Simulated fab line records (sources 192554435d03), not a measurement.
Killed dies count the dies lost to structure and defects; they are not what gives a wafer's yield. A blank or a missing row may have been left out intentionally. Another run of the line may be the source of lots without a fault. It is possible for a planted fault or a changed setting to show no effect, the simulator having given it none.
The tool behind it: which one? ; flow n5 finfet ; Sampling: 10 lots, 28 wafers, 5 of 1938 route steps

## WHAT EACH GAUGE READ, for each wafer
N5_BEOL_M4_RC_MEAS_101.
lot;measured;on;DIBL_N (mV/V);DIBL_P (mV/V);IOFF_N (nA/um);IOFF_P (nA/um);IOFF_P_LIN (nA/um);ION_N (uA/um);ION_P (uA/um);SS_N (mV/dec);SS_P (mV/dec);VT_N (mV);VT_P (mV);VT_P_LONG (mV)
L207;day 9 21:41;prober-01;34.6 36.1 36.3;35.2 38.3 37.0;0.14 0.16 0.15;0.17 0.23 0.20;0.086 0.103 0.096;671 682 672;456 465 457;70.7 71.6 71.6;72.3 73.7 73.0;253 247 250;-252.2 -250.2 -252.8;-276.0 -276.5 -277.3
L208;day 9 21:16;prober-02;36.9 39.7 34.5;37.1 39.7 34.6;0.17 0.26 0.13;0.23 0.29 0.19;0.106 0.127 0.093;666 687 652;460 468 454;72.4 72.9 70.9;73.1 74.1 72.6;251 242 254;-250.3 -244.7 -249.8;-275.0 -274.9 -273.9
L209;day 9 01:44;prober-02;38.4 35.0 38.3;39.9 36.2 40.1;0.23 0.15 0.21;0.31 0.23 0.29;0.136 0.110 0.130;712 681 688;486 475 474;71.0 71.3 72.5;73.5 73.2 74.1;242 248 246;-240.0 -247.9 -244.0;-270.6 -273.7 -271.9
L210;day 9 07:34;prober-01;32.4 35.1 32.7;33.8 37.2 34.3;0.14 0.17 0.13;0.19 0.22 0.19;0.095 0.103 0.093;693 689 660;480 469 456;70.5 71.8 70.1;72.1 73.7 72.4;248 249 253;-247.9 -249.8 -251.4;-275.1 -275.9 -276.4
L220;day 12 22:55;prober-02;33.3;30.8;0.14;0.12;0.060;660;438;71.3;72.0;252;-262.6;-282.4
L222;day 13 22:39;prober-01;37.7 39.6 38.3;39.2 40.3 38.9;0.20 0.25 0.20;0.25 0.26 0.24;0.114 0.116 0.109;690 694 688;472 473 468;71.7 72.6 72.4;73.4 74.0 73.3;245 247 251;-248.1 -247.4 -251.3;-272.9 -274.9 -276.3
L223;day 13 07:41;prober-01;37.4 38.9 36.1;38.4 39.7 36.4;0.19 0.24 0.17;0.25 0.29 0.22;0.112 0.124 0.104;677 692 676;463 469 465;71.4 72.0 71.7;74.8 74.4 73.8;246 243 249;-245.6 -246.7 -247.4;-278.2 -275.2 -275.7
L224;day 14 20:04;prober-02;39.5 35.7 39.1;40.4 33.7 37.5;0.24 0.14 0.22;0.28 0.16 0.23;0.118 0.080 0.104;717 691 691;490 463 465;72.4 71.7 72.9;74.6 72.8 73.6;243 251 243;-248.3 -255.1 -250.1;-273.9 -277.7 -275.1
L225;day 15 13:55;prober-02;34.7 36.2 33.2;35.9 37.6 33.2;0.16 0.18 0.12;0.20 0.23 0.16;0.099 0.107 0.083;686 680 660;472 467 459;70.5 71.6 71.8;73.4 73.6 72.7;249 247 254;-247.2 -247.7 -251.3;-272.6 -275.6 -272.9
L229;day 15 18:07;prober-02;38.4 37.6 39.3;38.1 37.3 38.2;0.21 0.19 0.21;0.25 0.23 0.24;0.110 0.106 0.109;678 691 688;456 466 461;72.1 71.6 72.5;74.1 73.4 73.4;246 248 245;-249.8 -249.7 -248.9;-275.5 -274.1 -274.6

N5_BEOL_M5_THK_MEAS_01.
lot;measured;on;M5_ILD_THK (nm)
L207;day 9 23:05;film metro-02;120.8 122.8 126.5
L208;day 9 22:39;film metro-01;119.4 120.3 124.3
L209;day 9 03:07;film metro-02;122.9 124.3 120.8
L210;day 9 09:16;film metro-01;121.2 126.2 121.9
L220;day 13 00:08;film metro-01;122.0
L222;day 14 00:11;film metro-02;123.2 119.2 121.9
L223;day 13 09:14;film metro-01;120.3 121.5 122.8
L224;day 14 21:26;film metro-02;122.6 122.7 124.0
L225;day 15 15:27;film metro-02;118.6 121.8 125.2
L229;day 15 19:38;film metro-01;121.0 121.0 123.9

## TOOL THAT RAN EACH LOT (tool first, then ch and the chambers of the sampled wafers, then the start)
lot;N5_HKMG_FIN_ALD_74;N5_BEOL_M4_CMP_52;N5_BEOL_M5_ILD_DEP_00
L207;ald hk-01 ch 0,1,3, day 4 02:55;cmp-03 ch 0,1,2, day 9 20:55;pecvd-02 ch 0,1, day 9 22:29
L208;ald hk-01 ch 0,3, day 4 08:43;cmp-04 ch 0,3, day 9 20:33;pecvd-04 ch 0,1, day 9 22:05
L209;ald hk-03 ch 0,1,3, day 4 13:43;cmp-04 ch 0,3, day 9 00:58;pecvd-04 ch 0,1,2, day 9 02:33
L210;ald hk-03 ch 1,2, day 4 22:29;cmp-03 ch 0,1,3, day 9 06:38;pecvd-04 ch 0,1, day 9 08:13
L220;ald hk-03 ch 0, day 7 03:42;cmp-04 ch 0, day 12 21:59;pecvd-04 ch 0, day 12 23:34
L222;ald hk-01 ch 0,1,2, day 7 16:13;cmp-01 ch 1,2,3, day 13 22:02;pecvd-02 ch 0,1,2, day 13 23:37
L223;ald hk-01 ch 0,2,3, day 7 23:48;cmp-01 ch 1,2,3, day 13 07:05;pecvd-04 ch 0,1,2, day 13 08:39
L224;ald hk-01 ch 0,1, day 8 02:32;cmp-01 ch 1,2, day 14 19:18;pecvd-04 ch 0,1,2, day 14 20:52
L225;ald hk-01 ch 1,3, day 8 13:05;cmp-01 ch 0,1,2, day 15 13:19;pecvd-02 ch 0,1, day 15 14:53
L229;ald hk-01 ch 1,3, day 9 12:38;cmp-01 ch 0,2, day 15 17:32;pecvd-04 ch 0,1,2, day 15 19:04
- N5_HKMG_FIN_ALD_74: deposits La2O3, target thk 0.5 nm, pulse time 6 s, co reactant pulse time 1 s.
- N5_BEOL_M4_CMP_52: polishes, stops on SiOC, t overpolish 6.8 s, target thk 40 nm.
- N5_BEOL_M5_ILD_DEP_00: deposits SiCOH lowk from DEMS/porogen, target thk 140.64 nm, time 25.9 s.

## WHAT THE TOOLS THEMSELVES READ (means of the sampled wafers that have a number; where no wafer has one, the mark that the record gives instead)
N5_HKMG_FIN_ALD_74.
lot;tool;heater power w (W);precursor pulse height rel;susceptor temp C (C)
L207;ald hk-01;294;0.999;250.20
L208;ald hk-01;290;0.982;250.01
L209;ald hk-03;358;1.010;249.92
L210;ald hk-03;338;0.984;250.13
L220;ald hk-03;420;0.986;250.05
L222;ald hk-01;287;1.014;249.99
L223;ald hk-01;283;1.005;249.99
L224;ald hk-01;297;1.002;250.01
L225;ald hk-01;305;0.995;249.86
L229;ald hk-01;306;0.999;249.98

N5_BEOL_M4_CMP_52.
lot;tool;barrier field endpoint s (s);motor current A (A);overpolish run s (s);retaining ring pressure frac;time to endpoint s (s)
L207;cmp-03;24.8;6.3;6.795;0.997;64
L208;cmp-04;24.5;5.5;6.803;0.996;62
L209;cmp-04;24.2;5.9;6.799;1.001;58
L210;cmp-03;24.7;6.1;6.800;1.001;64
L220;cmp-04;23.8;5.4;6.804;1.001;59
L222;cmp-01;23.7;6.4;6.796;0.999;58
L223;cmp-01;24.3;6.5;6.793;1.002;59
L224;cmp-01;24.0;6.8;6.797;1.002;61
L225;cmp-01;24.8;6.1;6.801;1.005;59
L229;cmp-01;23.9;6.3;6.801;0.993;63

N5_BEOL_M5_ILD_DEP_00.
lot;tool;heater power w (W);showerhead plenum p Torr (Torr);susceptor temp C (C);throttle valve pct (%)
L207;pecvd-02;331;5.737;300.01;13.7
L208;pecvd-04;289;5.727;300.07;13.8
L209;pecvd-04;315;5.736;299.97;13.7
L210;pecvd-04;295;5.735;299.76;13.8
L220;pecvd-04;429;5.720;300.22;14.1
L222;pecvd-02;288;5.743;299.59;13.8
L223;pecvd-04;328;5.744;300.06;13.9
L224;pecvd-04;323;5.734;300.05;13.8
L225;pecvd-02;328;5.741;299.85;13.7
L229;pecvd-04;335;5.742;299.95;14.0

## THE ANSWER, worked out from the rows above alone
Rule: the usual values come from the lots themselves. The widest of any qualifying gaps counts: lots, ordered by their means at a reading, are off when they make up no more than a third of the lots, leave a main group of 4 or more, and stand apart from it by 3 or more times the standard deviation of that group's means. If all means in a main group match to the digits the tables above print for the reading, that group is not used. Also off: a lot with no number at a reading for which 4 or more lots have one. The other lots that the step has rows for count as sound. First the gauges in route order, then the tools' own readings, where a lot's mean is used as printed above. The first step at which some lot is off is used, and at that step the reading that is off furthest; a lot without a number counts as furthest.
Off: L220, seen at N5_BEOL_M4_RC_MEAS_101 (VT_P). The main group: mean -248.7 mV, standard deviation 2.2.
A tool fits if, at a process step before that reading, it ran every lot that is off, and no sound lot after the first of them. Not tried: the gauges at N5_BEOL_M4_RC_MEAS_101; whatever is off there is also off at N5_HKMG_FIN_ALD_74, on other tools, and gauge error can't account for it. This does not decide it: 2 tools fit, namely ald hk-03 at N5_HKMG_FIN_ALD_74 and cmp-04 at N5_BEOL_M4_CMP_52.

## WHAT THE SIMULATOR PUT IN
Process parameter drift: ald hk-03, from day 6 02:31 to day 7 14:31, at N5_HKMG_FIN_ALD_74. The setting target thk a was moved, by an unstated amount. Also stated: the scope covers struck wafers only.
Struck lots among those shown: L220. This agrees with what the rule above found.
